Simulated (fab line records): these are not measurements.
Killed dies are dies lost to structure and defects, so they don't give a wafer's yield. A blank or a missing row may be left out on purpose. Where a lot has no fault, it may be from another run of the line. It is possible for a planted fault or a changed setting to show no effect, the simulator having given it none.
Which tool is to blame? || flow n5 finfet || 36 wafers sampled from 12 lots at 1 step of a route of 1938

== WHAT THE GAUGES SHOWED, per wafer ==
N5_BEOL_M12_INSPECT_12: inspects for defects (macro).
{"lot": "L076", "measured": "day 11 07:28", "on": "defect inspect-01", "raw defect count": "1 3 0"}
{"lot": "L077", "measured": "day 11 14:28", "on": "defect inspect-01", "raw defect count": "1 6 1"}
{"lot": "L078", "measured": "day 12 16:41", "on": "defect inspect-01", "raw defect count": "4 6 2"}
{"lot": "L080", "measured": "day 12 21:50", "on": "defect inspect-01", "raw defect count": "1 3 3"}
{"lot": "L083", "measured": "day 13 09:41", "on": "defect inspect-02", "raw defect count": "3 2 1"}
{"lot": "L084", "measured": "day 13 10:43", "on": "defect inspect-01", "raw defect count": "1 6 2"}
{"lot": "L086", "measured": "day 14 07:25", "on": "defect inspect-01", "raw defect count": "0 2 1"}
{"lot": "L089", "measured": "day 14 16:33", "on": "defect inspect-01", "raw defect count": "3 2 1"}
{"lot": "L091", "measured": "day 15 02:07", "on": "defect inspect-01", "raw defect count": "5 1 1"}
{"lot": "L095", "measured": "day 15 21:43", "on": "defect inspect-02", "raw defect count": "1 2 3"}
{"lot": "L096", "measured": "day 16 14:14", "on": "defect inspect-02", "raw defect count": "2 2 1"}
{"lot": "L097", "measured": "day 16 23:29", "on": "defect inspect-02", "raw defect count": "4 1 2"}

== EACH LOT AND THE TOOL THAT RAN IT (in order: tool; ch and the chambers of the sampled wafers; start) ==
There is no process step in the record ahead of these readings.

== THE ANSWER, worked out from the rows above alone ==
Rule: the usual values come from the lots themselves. Put in order of their means at a reading, lots are off if they are a third of the lots or fewer, leave a main group of 4 or more, and stand apart from it by a gap of 3 or more times the standard deviation of the main group's means; of several such gaps the widest counts. A main group is skipped when, at the precision printed for the reading in the tables above, its means are all equal. A lot without any number at a reading at which 4 lots or more have one is off too. All remaining lots with rows at the step are treated as sound.
No lot is off at any reading shown: from this, nothing can be told.

== WHAT THE SIMULATOR HAD INSERTED ==
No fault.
